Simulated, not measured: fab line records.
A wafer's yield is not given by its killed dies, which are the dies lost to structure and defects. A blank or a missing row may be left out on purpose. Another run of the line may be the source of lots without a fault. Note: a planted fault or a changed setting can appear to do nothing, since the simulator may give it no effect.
fab line records :: flow nand_harc
[record]
  lots = 13
  wafers = 39
  last_day = 33
route steps=1302 shown A_CHANNEL_FILL_D1@507 A_ONON_D2@548
lots that met no fault: taken from a fault-free run of the same line
start_h: start of the lot's first displayed wafer, in hours after the record's first day :: wait_h: how many hours have passed since the lot's step before this one :: " identical to the entry in the row above :: L1.1+2: one row covering several wafers at once :: - no value, or no start was given :: * or withheld: withheld :: < > ~ a bound
route shown NAME@n: NAME is a module with steps in the file, n the number in the route of the first one :: usual: mean and standard deviation over wafers with no fault :: same: alike in all rows :: chamber/n: place in a boat :: sites: readings site by site :: _std_site: the values' standard deviation :: _edge_site: inner sites' mean taken away from outer sites' mean :: radius_mm: how far each site lies from the wafer's centre :: mask NAME#n: copy n :: behind: the tool/chamber that last shaped the wafer :: hold: what put the lot on hold/how long, in hours/how the hold closed :: device: the transistor (n, p or np) that didn't switch :: end of line: tests run on the same wafers once the route is complete :: a step without rows: its recipe alone :: killed: dies that structure and defects cost at the first sort, which is not the same as the wafer's yield :: map: dies across one wafer; x = killed, . = not, _ = none there
set.NAME: the run value of the setting; set.NAME@STEP: its run value at that earlier step :: model.NAME: the simulator's own value behind a step, which no gauge read
route steps across a sampled set of lots; one table per step, one row per wafer
services: when a tool's chamber went out of use (start_h, in hours from the record's first day, below 0 if earlier), for how many hours, and the reason
[[steps]]
[step NHARC_A_CHANNEL_FILL_D1_ALD_25]
[recipe]
  target_thk_a = 600
  pulse_time_s = 10
  ald_cycles = 600
  temp_c = 300
  material = SiOx
[usual]
  heater_power_outer_w = 271/25
  heater_power_w = 482/39
  precursor_pulse_height_rel = 0.999/0.02
lot.wafer: L283.1
tool: ald_hk-04
chamber: 1
start_h: 232.36
wait_h: 0.7
heater_power_outer_w: 251
heater_power_w: 420
precursor_pulse_height_rel: 1.016

lot.wafer: L283.2
tool: ald_hk-04
chamber: 2
start_h: 232.36
wait_h: 0.7
heater_power_outer_w: 267
heater_power_w: 476
precursor_pulse_height_rel: 0.982

lot.wafer: L283.5
tool: ald_hk-04
chamber: 0
start_h: 234.19
wait_h: 2.5
heater_power_outer_w: 317
heater_power_w: 503
precursor_pulse_height_rel: 1.020

lot.wafer: L284.1
tool: ald_hk-01
chamber: 1
start_h: 235.74
wait_h: 0.1
heater_power_outer_w: 266
heater_power_w: 433
precursor_pulse_height_rel: 1.007

lot.wafer: L284.3
tool: ald_hk-01
chamber: 2
start_h: 235.74
wait_h: 0.1
heater_power_outer_w: 263
heater_power_w: 479
precursor_pulse_height_rel: 1.002

lot.wafer: L284.2
tool: ald_hk-01
chamber: 0
start_h: 237.57
wait_h: 1.9
heater_power_outer_w: 268
heater_power_w: 494
precursor_pulse_height_rel: 0.984

lot.wafer: L285.4
tool: ald_hk-04
chamber: 2
start_h: 244.50
wait_h: 0.1
heater_power_outer_w: 259
heater_power_w: 476
precursor_pulse_height_rel: 0.998

lot.wafer: L285.1
tool: ald_hk-04
chamber: 1
start_h: 246.31
wait_h: 1.9
heater_power_outer_w: 244
heater_power_w: 418
precursor_pulse_height_rel: 0.994

lot.wafer: L285.5
tool: ald_hk-04
chamber: 2
start_h: 246.31
wait_h: 1.9
heater_power_outer_w: 269
heater_power_w: 474
precursor_pulse_height_rel: 1.022

lot.wafer: L287.3
tool: ald_hk-01
chamber: 0
start_h: 264.35
wait_h: 1.3
heater_power_outer_w: 259
heater_power_w: 491
precursor_pulse_height_rel: 0.972

lot.wafer: L287.1
tool: ald_hk-01
chamber: 1
start_h: 264.35
wait_h: 1.3
heater_power_outer_w: 260
heater_power_w: 434
precursor_pulse_height_rel: 1.006

lot.wafer: L287.5
tool: ald_hk-01
chamber: 3
start_h: 266.23
wait_h: 3.2
heater_power_outer_w: 286
heater_power_w: 517
precursor_pulse_height_rel: 1.023

lot.wafer: L288.4
tool: ald_hk-02
chamber: 0
start_h: 268.42
wait_h: 0.0
heater_power_outer_w: 269
heater_power_w: 561
precursor_pulse_height_rel: 1.002

lot.wafer: L288.2
tool: ald_hk-02
chamber: 1
start_h: 268.42
wait_h: 0.0
heater_power_outer_w: 220
heater_power_w: 426
precursor_pulse_height_rel: 1.027

lot.wafer: L288.5
tool: ald_hk-02
chamber: 1
start_h: 271.53
wait_h: 3.2
heater_power_outer_w: 224
heater_power_w: 431
precursor_pulse_height_rel: 1.012

lot.wafer: L290.2
tool: ald_hk-02
chamber: 3
start_h: 302.90
wait_h: 0.7
heater_power_outer_w: 237
heater_power_w: 447
precursor_pulse_height_rel: 1.025

lot.wafer: L290.3
tool: ald_hk-02
chamber: 0
start_h: 302.90
wait_h: 0.7
heater_power_outer_w: 274
heater_power_w: 565
precursor_pulse_height_rel: 0.996

lot.wafer: L290.6
tool: ald_hk-02
chamber: 3
start_h: 305.38
wait_h: 3.1
heater_power_outer_w: 232
heater_power_w: 432
precursor_pulse_height_rel: 0.984

lot.wafer: L293.3
tool: ald_hk-02
chamber: 0
start_h: 321.02
wait_h: 0.0
heater_power_outer_w: 277
heater_power_w: 545
precursor_pulse_height_rel: 0.983

lot.wafer: L293.4
tool: ald_hk-02
chamber: 1
start_h: 321.02
wait_h: 0.0
heater_power_outer_w: 225
heater_power_w: 423
precursor_pulse_height_rel: 0.973

lot.wafer: L293.5
tool: ald_hk-02
chamber: 0
start_h: 323.50
wait_h: 2.5
heater_power_outer_w: 263
heater_power_w: 541
precursor_pulse_height_rel: 0.945

lot.wafer: L297.4
tool: ald_hk-01
chamber: 1
start_h: 367.26
wait_h: 0.1
heater_power_outer_w: 260
heater_power_w: 458
precursor_pulse_height_rel: 0.997

lot.wafer: L297.1
tool: ald_hk-01
chamber: 2
start_h: 367.26
wait_h: 0.1
heater_power_outer_w: 275
heater_power_w: 488
precursor_pulse_height_rel: 0.954

lot.wafer: L297.2
tool: ald_hk-01
chamber: 0
start_h: 369.11
wait_h: 1.9
heater_power_outer_w: 278
heater_power_w: 525
precursor_pulse_height_rel: 1.040

lot.wafer: L301.4
tool: ald_hk-01
chamber: 3
start_h: 409.08
wait_h: 0.1
heater_power_outer_w: 296
heater_power_w: 487
precursor_pulse_height_rel: 1.002

lot.wafer: L301.5
tool: ald_hk-01
chamber: 3
start_h: 411.55
wait_h: 2.5
heater_power_outer_w: 288
heater_power_w: 491
precursor_pulse_height_rel: 0.990

lot.wafer: L301.6
tool: ald_hk-01
chamber: 0
start_h: 411.55
wait_h: 2.5
heater_power_outer_w: 284
heater_power_w: 516
precursor_pulse_height_rel: 1.017

lot.wafer: L303.1
tool: ald_hk-04
chamber: 0
start_h: 428.42
wait_h: 0.1
heater_power_outer_w: 295
heater_power_w: 479
precursor_pulse_height_rel: 1.014

lot.wafer: L303.4
tool: ald_hk-04
chamber: 2
start_h: 429.64
wait_h: 1.3
heater_power_outer_w: 261
heater_power_w: 482
precursor_pulse_height_rel: 1.010

lot.wafer: L303.5
tool: ald_hk-04
chamber: 1
start_h: 431.46
wait_h: 3.1
heater_power_outer_w: 254
heater_power_w: 422
precursor_pulse_height_rel: 0.999

lot.wafer: L306.2
tool: ald_hk-02
chamber: 0
start_h: 451.53
wait_h: 0.7
heater_power_outer_w: 273
heater_power_w: 567
precursor_pulse_height_rel: 1.022

lot.wafer: L306.6
tool: ald_hk-02
chamber: 3
start_h: 453.39
wait_h: 2.5
heater_power_outer_w: 228
heater_power_w: 451
precursor_pulse_height_rel: 1.003

lot.wafer: L306.5
tool: ald_hk-02
chamber: 0
start_h: 453.39
wait_h: 2.5
heater_power_outer_w: 273
heater_power_w: 568
precursor_pulse_height_rel: 0.987

lot.wafer: L304.4
tool: ald_hk-04
chamber: 3
start_h: 451.54
wait_h: 0.7
heater_power_outer_w: 303
heater_power_w: 497
precursor_pulse_height_rel: 0.997

lot.wafer: L304.1
tool: ald_hk-04
chamber: 0
start_h: 451.54
wait_h: 0.7
heater_power_outer_w: 307
heater_power_w: 516
precursor_pulse_height_rel: 0.964

lot.wafer: L304.2
tool: ald_hk-04
chamber: 1
start_h: 451.54
wait_h: 0.7
heater_power_outer_w: 242
heater_power_w: 422
precursor_pulse_height_rel: 0.975

lot.wafer: L305.4
tool: ald_hk-01
chamber: 0
start_h: 452.17
wait_h: 1.3
heater_power_outer_w: 280
heater_power_w: 524
precursor_pulse_height_rel: 0.990

lot.wafer: L305.2
tool: ald_hk-01
chamber: 2
start_h: 454.65
wait_h: 3.8
heater_power_outer_w: 277
heater_power_w: 497
precursor_pulse_height_rel: 1.017

lot.wafer: L305.6
tool: ald_hk-01
chamber: 3
start_h: 455.88
wait_h: 5.0
heater_power_outer_w: 276
heater_power_w: 487
precursor_pulse_height_rel: 0.997
[step NHARC_A_ONON_D2_THK_MEAS_05]
[recipe]
  thk_meas_gauge = ellipsometry
[usual]
  thk_nm = 998/8.7
lot.wafer: L283.1
tool: film_metro-02
chamber: -
start_h: 283.60
wait_h: -
thk_nm: 1007

lot.wafer: L283.2
tool: film_metro-02
chamber: -
start_h: 283.60
wait_h: -
thk_nm: 1006

lot.wafer: L283.5
tool: film_metro-02
chamber: -
start_h: 283.60
wait_h: -
thk_nm: 1006

lot.wafer: L284.1
tool: film_metro-01
chamber: -
start_h: 283.76
wait_h: -
thk_nm: 998

lot.wafer: L284.2
tool: film_metro-01
chamber: -
start_h: 283.76
wait_h: -
thk_nm: 996

lot.wafer: L284.3
tool: film_metro-01
chamber: -
start_h: 283.76
wait_h: -
thk_nm: 996

lot.wafer: L285.1
tool: film_metro-01
chamber: -
start_h: 290.28
wait_h: -
thk_nm: 997

lot.wafer: L285.4
tool: film_metro-01
chamber: -
start_h: 290.28
wait_h: -
thk_nm: 998

lot.wafer: L285.5
tool: film_metro-01
chamber: -
start_h: 290.28
wait_h: -
thk_nm: 998

lot.wafer: L287.1
tool: film_metro-01
chamber: -
start_h: 311.72
wait_h: -
thk_nm: 976

lot.wafer: L287.3
tool: film_metro-01
chamber: -
start_h: 311.72
wait_h: -
thk_nm: 976

lot.wafer: L287.5
tool: film_metro-01
chamber: -
start_h: 311.72
wait_h: -
thk_nm: 976

lot.wafer: L288.2
tool: film_metro-01
chamber: -
start_h: 317.30
wait_h: -
thk_nm: 1002

lot.wafer: L288.4
tool: film_metro-01
chamber: -
start_h: 317.30
wait_h: -
thk_nm: 1002

lot.wafer: L288.5
tool: film_metro-01
chamber: -
start_h: 317.30
wait_h: -
thk_nm: 1001

lot.wafer: L290.2
tool: film_metro-02
chamber: -
start_h: 348.83
wait_h: -
thk_nm: 994

lot.wafer: L290.3
tool: film_metro-02
chamber: -
start_h: 348.83
wait_h: -
thk_nm: 995

lot.wafer: L290.6
tool: film_metro-02
chamber: -
start_h: 348.83
wait_h: -
thk_nm: 995

lot.wafer: L293.3
tool: film_metro-01
chamber: -
start_h: 369.65
wait_h: -
thk_nm: 1000

lot.wafer: L293.4
tool: film_metro-01
chamber: -
start_h: 369.65
wait_h: -
thk_nm: 1000

lot.wafer: L293.5
tool: film_metro-01
chamber: -
start_h: 369.65
wait_h: -
thk_nm: 998

lot.wafer: L297.1
tool: film_metro-02
chamber: -
start_h: 413.05
wait_h: -
thk_nm: 993

lot.wafer: L297.2
tool: film_metro-02
chamber: -
start_h: 413.05
wait_h: -
thk_nm: 990

lot.wafer: L297.4
tool: film_metro-02
chamber: -
start_h: 413.05
wait_h: -
thk_nm: 991

lot.wafer: L301.4
tool: film_metro-01
chamber: -
start_h: 459.84
wait_h: -
thk_nm: 1002

lot.wafer: L301.5
tool: film_metro-01
chamber: -
start_h: 459.84
wait_h: -
thk_nm: 1002

lot.wafer: L301.6
tool: film_metro-01
chamber: -
start_h: 459.84
wait_h: -
thk_nm: 1002

lot.wafer: L303.1
tool: film_metro-01
chamber: -
start_h: 473.75
wait_h: -
thk_nm: 1003

lot.wafer: L303.4
tool: film_metro-01
chamber: -
start_h: 473.75
wait_h: -
thk_nm: 1003

lot.wafer: L303.5
tool: film_metro-01
chamber: -
start_h: 473.75
wait_h: -
thk_nm: 1001

lot.wafer: L304.1
tool: film_metro-02
chamber: -
start_h: 496.45
wait_h: -
thk_nm: 1000

lot.wafer: L304.2
tool: film_metro-02
chamber: -
start_h: 496.45
wait_h: -
thk_nm: 1001

lot.wafer: L304.4
tool: film_metro-02
chamber: -
start_h: 496.45
wait_h: -
thk_nm: 1001

lot.wafer: L306.2
tool: film_metro-01
chamber: -
start_h: 496.60
wait_h: -
thk_nm: 1003

lot.wafer: L306.5
tool: film_metro-01
chamber: -
start_h: 496.60
wait_h: -
thk_nm: 1000

lot.wafer: L306.6
tool: film_metro-01
chamber: -
start_h: 496.60
wait_h: -
thk_nm: 1002

lot.wafer: L305.2
tool: film_metro-02
chamber: -
start_h: 507.43
wait_h: -
thk_nm: 1000

lot.wafer: L305.4
tool: film_metro-02
chamber: -
start_h: 507.43
wait_h: -
thk_nm: 1001

lot.wafer: L305.6
tool: film_metro-02
chamber: -
start_h: 507.43
wait_h: -
thk_nm: 1001
[step NHARC_A_ONON_D2_DEP_06]
[recipe]
  target_thk_a = 10000
  n2_flow_sccm = 2750
  n2o_flow_sccm = 2000
  nh3_flow_sccm = 500
  sih4_flow_sccm = 210
  temp_c = 400
lot.wafer: L283.1+2+5
tool: pecvd_onon-04
chamber: 0
start_h: 283.66
wait_h: 0.1

lot.wafer: L284.1+2+3
tool: pecvd_onon-03
chamber: 0
start_h: 283.82
wait_h: 0.1

lot.wafer: L285.1+4+5
tool: pecvd_onon-03
chamber: 0
start_h: 290.33
wait_h: 0.1

lot.wafer: L287.1+3+5
tool: pecvd_onon-02
chamber: 0
start_h: 311.78
wait_h: 0.1

lot.wafer: L288.2+4+5
tool: pecvd_onon-03
chamber: 0
start_h: 317.41
wait_h: 0.1

lot.wafer: L290.2+3+6
tool: pecvd_onon-02
chamber: 0
start_h: 348.94
wait_h: 0.1

lot.wafer: L293.3+4+5
tool: pecvd_onon-04
chamber: 0
start_h: 369.83
wait_h: 0.2

lot.wafer: L297.1+2+4
tool: pecvd_onon-02
chamber: 0
start_h: 413.11
wait_h: 0.1

lot.wafer: L301.4+5+6
tool: pecvd_onon-04
chamber: 0
start_h: 460.07
wait_h: 0.2

lot.wafer: L303.1+4+5
tool: pecvd_onon-04
chamber: 0
start_h: 473.81
wait_h: 0.1

lot.wafer: L304.1+2+4
tool: pecvd_onon-02
chamber: 0
start_h: 496.51
wait_h: 0.1

lot.wafer: L306.2+5+6
tool: pecvd_onon-03
chamber: 0
start_h: 496.72
wait_h: 0.1

lot.wafer: L305.2+4+6
tool: pecvd_onon-02
chamber: 0
start_h: 507.54
wait_h: 0.1
[step NHARC_A_ONON_D2_THK_MEAS_08]
[recipe]
  thk_meas_gauge = ellipsometry
[usual]
  thk_nm = 998/9.6
lot.wafer: L283.1
tool: film_metro-01
chamber: -
start_h: 284.17
wait_h: -
thk_nm: 998

lot.wafer: L283.2
tool: film_metro-01
chamber: -
start_h: 284.17
wait_h: -
thk_nm: 999

lot.wafer: L283.5
tool: film_metro-01
chamber: -
start_h: 284.17
wait_h: -
thk_nm: 998

lot.wafer: L284.1
tool: film_metro-02
chamber: -
start_h: 284.33
wait_h: -
thk_nm: 995

lot.wafer: L284.2
tool: film_metro-02
chamber: -
start_h: 284.33
wait_h: -
thk_nm: 994

lot.wafer: L284.3
tool: film_metro-02
chamber: -
start_h: 284.33
wait_h: -
thk_nm: 995

lot.wafer: L285.1
tool: film_metro-01
chamber: -
start_h: 290.84
wait_h: -
thk_nm: 992

lot.wafer: L285.4
tool: film_metro-01
chamber: -
start_h: 290.84
wait_h: -
thk_nm: 991

lot.wafer: L285.5
tool: film_metro-01
chamber: -
start_h: 290.84
wait_h: -
thk_nm: 992

lot.wafer: L287.1
tool: film_metro-02
chamber: -
start_h: 312.29
wait_h: -
thk_nm: 995

lot.wafer: L287.3
tool: film_metro-02
chamber: -
start_h: 312.29
wait_h: -
thk_nm: 998

lot.wafer: L287.5
tool: film_metro-02
chamber: -
start_h: 312.29
wait_h: -
thk_nm: 996

lot.wafer: L288.2
tool: film_metro-02
chamber: -
start_h: 317.87
wait_h: -
thk_nm: 1009

lot.wafer: L288.4
tool: film_metro-02
chamber: -
start_h: 317.87
wait_h: -
thk_nm: 1010

lot.wafer: L288.5
tool: film_metro-02
chamber: -
start_h: 317.87
wait_h: -
thk_nm: 1009

lot.wafer: L290.2
tool: film_metro-02
chamber: -
start_h: 349.40
wait_h: -
thk_nm: 1003

lot.wafer: L290.3
tool: film_metro-02
chamber: -
start_h: 349.40
wait_h: -
thk_nm: 1002

lot.wafer: L290.6
tool: film_metro-02
chamber: -
start_h: 349.40
wait_h: -
thk_nm: 1002

lot.wafer: L293.3
tool: film_metro-01
chamber: -
start_h: 370.22
wait_h: -
thk_nm: 999

lot.wafer: L293.4
tool: film_metro-01
chamber: -
start_h: 370.22
wait_h: -
thk_nm: 999

lot.wafer: L293.5
tool: film_metro-01
chamber: -
start_h: 370.22
wait_h: -
thk_nm: 998

lot.wafer: L297.1
tool: film_metro-01
chamber: -
start_h: 413.62
wait_h: -
thk_nm: 1003

lot.wafer: L297.2
tool: film_metro-01
chamber: -
start_h: 413.62
wait_h: -
thk_nm: 1511

lot.wafer: L297.4
tool: film_metro-01
chamber: -
start_h: 413.62
wait_h: -
thk_nm: 1002

lot.wafer: L301.4
tool: film_metro-01
chamber: -
start_h: 460.41
wait_h: -
thk_nm: 993

lot.wafer: L301.5
tool: film_metro-01
chamber: -
start_h: 460.41
wait_h: -
thk_nm: 994

lot.wafer: L301.6
tool: film_metro-01
chamber: -
start_h: 460.41
wait_h: -
thk_nm: 993

lot.wafer: L303.1
tool: film_metro-01
chamber: -
start_h: 474.32
wait_h: -
thk_nm: 1009

lot.wafer: L303.4
tool: film_metro-01
chamber: -
start_h: 474.32
wait_h: -
thk_nm: 1009

lot.wafer: L303.5
tool: film_metro-01
chamber: -
start_h: 474.32
wait_h: -
thk_nm: 1009

lot.wafer: L304.1
tool: film_metro-02
chamber: -
start_h: 497.02
wait_h: -
thk_nm: 1020

lot.wafer: L304.2
tool: film_metro-02
chamber: -
start_h: 497.02
wait_h: -
thk_nm: 1019

lot.wafer: L304.4
tool: film_metro-02
chamber: -
start_h: 497.02
wait_h: -
thk_nm: 1019

lot.wafer: L306.2
tool: film_metro-01
chamber: -
start_h: 497.17
wait_h: -
thk_nm: 985

lot.wafer: L306.5
tool: film_metro-01
chamber: -
start_h: 497.17
wait_h: -
thk_nm: 985

lot.wafer: L306.6
tool: film_metro-01
chamber: -
start_h: 497.17
wait_h: -
thk_nm: 985

lot.wafer: L305.2
tool: film_metro-01
chamber: -
start_h: 507.99
wait_h: -
thk_nm: 1017

lot.wafer: L305.4
tool: film_metro-01
chamber: -
start_h: 507.99
wait_h: -
thk_nm: 1020

lot.wafer: L305.6
tool: film_metro-01
chamber: -
start_h: 507.99
wait_h: -
thk_nm: 1016
[step NHARC_A_ONON_D2_THK_MEAS_27]
[recipe]
  thk_meas_gauge = ellipsometry
[usual]
  thk_nm = 999/6.8
lot.wafer: L283.1
tool: film_metro-01
chamber: -
start_h: 294.36
wait_h: -
thk_nm: 982

lot.wafer: L283.2
tool: film_metro-01
chamber: -
start_h: 294.36
wait_h: -
thk_nm: 981

lot.wafer: L283.5
tool: film_metro-01
chamber: -
start_h: 294.36
wait_h: -
thk_nm: 982

lot.wafer: L284.1
tool: film_metro-02
chamber: -
start_h: 294.37
wait_h: -
thk_nm: 1008

lot.wafer: L284.2
tool: film_metro-02
chamber: -
start_h: 294.37
wait_h: -
thk_nm: 1008

lot.wafer: L284.3
tool: film_metro-02
chamber: -
start_h: 294.37
wait_h: -
thk_nm: 1008

lot.wafer: L285.1
tool: film_metro-02
chamber: -
start_h: 301.70
wait_h: -
thk_nm: 1009

lot.wafer: L285.4
tool: film_metro-02
chamber: -
start_h: 301.70
wait_h: -
thk_nm: 1010

lot.wafer: L285.5
tool: film_metro-02
chamber: -
start_h: 301.70
wait_h: -
thk_nm: 1011

lot.wafer: L287.1
tool: film_metro-02
chamber: -
start_h: 323.10
wait_h: -
thk_nm: 1002

lot.wafer: L287.3
tool: film_metro-02
chamber: -
start_h: 323.10
wait_h: -
thk_nm: 1004

lot.wafer: L287.5
tool: film_metro-02
chamber: -
start_h: 323.10
wait_h: -
thk_nm: 1003

lot.wafer: L288.2
tool: film_metro-01
chamber: -
start_h: 330.10
wait_h: -
thk_nm: 1000

lot.wafer: L288.4
tool: film_metro-01
chamber: -
start_h: 330.10
wait_h: -
thk_nm: 998

lot.wafer: L288.5
tool: film_metro-01
chamber: -
start_h: 330.10
wait_h: -
thk_nm: 998

lot.wafer: L290.2
tool: film_metro-02
chamber: -
start_h: 360.12
wait_h: -
thk_nm: 999

lot.wafer: L290.3
tool: film_metro-02
chamber: -
start_h: 360.12
wait_h: -
thk_nm: 999

lot.wafer: L290.6
tool: film_metro-02
chamber: -
start_h: 360.12
wait_h: -
thk_nm: 999

lot.wafer: L293.3
tool: film_metro-01
chamber: -
start_h: 380.73
wait_h: -
thk_nm: 1013

lot.wafer: L293.4
tool: film_metro-01
chamber: -
start_h: 380.73
wait_h: -
thk_nm: 1012

lot.wafer: L293.5
tool: film_metro-01
chamber: -
start_h: 380.73
wait_h: -
thk_nm: 1012

lot.wafer: L297.1
tool: film_metro-02
chamber: -
start_h: 423.80
wait_h: -
thk_nm: 993

lot.wafer: L297.2
tool: film_metro-02
chamber: -
start_h: 423.80
wait_h: -
thk_nm: 994

lot.wafer: L297.4
tool: film_metro-02
chamber: -
start_h: 423.80
wait_h: -
thk_nm: 991

lot.wafer: L301.4
tool: film_metro-01
chamber: -
start_h: 471.42
wait_h: -
thk_nm: 1001

lot.wafer: L301.5
tool: film_metro-01
chamber: -
start_h: 471.42
wait_h: -
thk_nm: 1001

lot.wafer: L301.6
tool: film_metro-01
chamber: -
start_h: 471.42
wait_h: -
thk_nm: 1001

lot.wafer: L303.1
tool: film_metro-01
chamber: -
start_h: 484.85
wait_h: -
thk_nm: 1002

lot.wafer: L303.4
tool: film_metro-01
chamber: -
start_h: 484.85
wait_h: -
thk_nm: 1002

lot.wafer: L303.5
tool: film_metro-01
chamber: -
start_h: 484.85
wait_h: -
thk_nm: 1003

lot.wafer: L304.1
tool: film_metro-01
chamber: -
start_h: 507.56
wait_h: -
thk_nm: 994

lot.wafer: L304.2
tool: film_metro-01
chamber: -
start_h: 507.56
wait_h: -
thk_nm: 997

lot.wafer: L304.4
tool: film_metro-01
chamber: -
start_h: 507.56
wait_h: -
thk_nm: 996

lot.wafer: L306.2
tool: film_metro-02
chamber: -
start_h: 507.56
wait_h: -
thk_nm: 995

lot.wafer: L306.5
tool: film_metro-02
chamber: -
start_h: 507.56
wait_h: -
thk_nm: 995

lot.wafer: L306.6
tool: film_metro-02
chamber: -
start_h: 507.56
wait_h: -
thk_nm: 995

lot.wafer: L305.2
tool: film_metro-01
chamber: -
start_h: 518.17
wait_h: -
thk_nm: 993

lot.wafer: L305.4
tool: film_metro-01
chamber: -
start_h: 518.17
wait_h: -
thk_nm: 993

lot.wafer: L305.6
tool: film_metro-01
chamber: -
start_h: 518.17
wait_h: -
thk_nm: 992
[[services]]
tool: pecvd_onon-03
chamber: -
start_h: 227.04
hours: 13.0
kind: pm

tool: ald_hk-04
chamber: -
start_h: 254.06
hours: 10.0
kind: pm

tool: ald_hk-01
chamber: -
start_h: 299.13
hours: 10.0
kind: pm

tool: ald_hk-01
chamber: 0
start_h: 299.13
hours: 10.0
kind: vent_cycle

tool: ald_hk-01
chamber: 1
start_h: 299.13
hours: 10.0
kind: vent_cycle

tool: ald_hk-01
chamber: 2
start_h: 299.13
hours: 10.0
kind: vent_cycle

tool: ald_hk-01
chamber: 3
start_h: 299.13
hours: 10.0
kind: vent_cycle

tool: ald_hk-01
chamber: 0
start_h: 309.13
hours: -
kind: clean

tool: ald_hk-01
chamber: 1
start_h: 309.13
hours: -
kind: clean

tool: ald_hk-01
chamber: 2
start_h: 309.13
hours: -
kind: clean

tool: ald_hk-01
chamber: 3
start_h: 309.13
hours: -
kind: clean

tool: pecvd_onon-04
chamber: -
start_h: 311.30
hours: 13.0
kind: pm

tool: pecvd_onon-02
chamber: -
start_h: 366.00
hours: 13.0
kind: pm

tool: pecvd_onon-03
chamber: -
start_h: 408.04
hours: 13.0
kind: pm

tool: ald_hk-04
chamber: -
start_h: 474.96
hours: 0.3
kind: repair

tool: ald_hk-01
chamber: -
start_h: 478.40
hours: 10.0
kind: pm

tool: ald_hk-01
chamber: 0
start_h: 478.40
hours: 10.0
kind: vent_cycle

tool: ald_hk-01
chamber: 1
start_h: 478.40
hours: 10.0
kind: vent_cycle

tool: ald_hk-01
chamber: 2
start_h: 478.40
hours: 10.0
kind: vent_cycle

tool: ald_hk-01
chamber: 3
start_h: 478.40
hours: 10.0
kind: vent_cycle

tool: ald_hk-01
chamber: 0
start_h: 488.40
hours: -
kind: clean

tool: ald_hk-01
chamber: 1
start_h: 488.40
hours: -
kind: clean

tool: ald_hk-01
chamber: 2
start_h: 488.40
hours: -
kind: clean

tool: pecvd_onon-04
chamber: -
start_h: 492.30
hours: 13.0
kind: pm
[[key]]
[first_sign]
  step = NHARC_A_ONON_D2_THK_MEAS_08
  reading = thk_nm
  direction = up
  sigmas = 53
  usual = 998
  struck = 1511
effect none on later readings
met_at NHARC_A_ONON_D2_DEP_06
struck_lots L297
struck_wafers L297.2
sort_left_out L297.2
tester_left_out L297
not_acting_at NHARC_A_CHANNEL_FILL_D1_ALD_25,NHARC_A_ONON_D2_THK_MEAS_05,NHARC_A_ONON_D2_THK_MEAS_27
onset_between 348.94 413.11
[fault]
  kind = process_parameter_drift
  tool = pecvd_onon-02
  chamber = -
  onset_h = 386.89
  steps = NHARC_A_ONON_D2_DEP_06
  channel = target_thk_a
  offset = *
  shape = step
  end_h = 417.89
  scope = struck_wafers_only
  acts_in = *
  stated = *
// tester_left_out: of these lots the tester's yield and bins aren't shown, on N5 and GAA mostly nor the transistor test; their killed dies are dies lost to structure and defects alone, not to doping, threshold or leakage, so they don't give the yield
// sort_left_out: the simulated sort isn't trusted on such a fault, so these wafers' sort isn't shown, and their yield isn't known
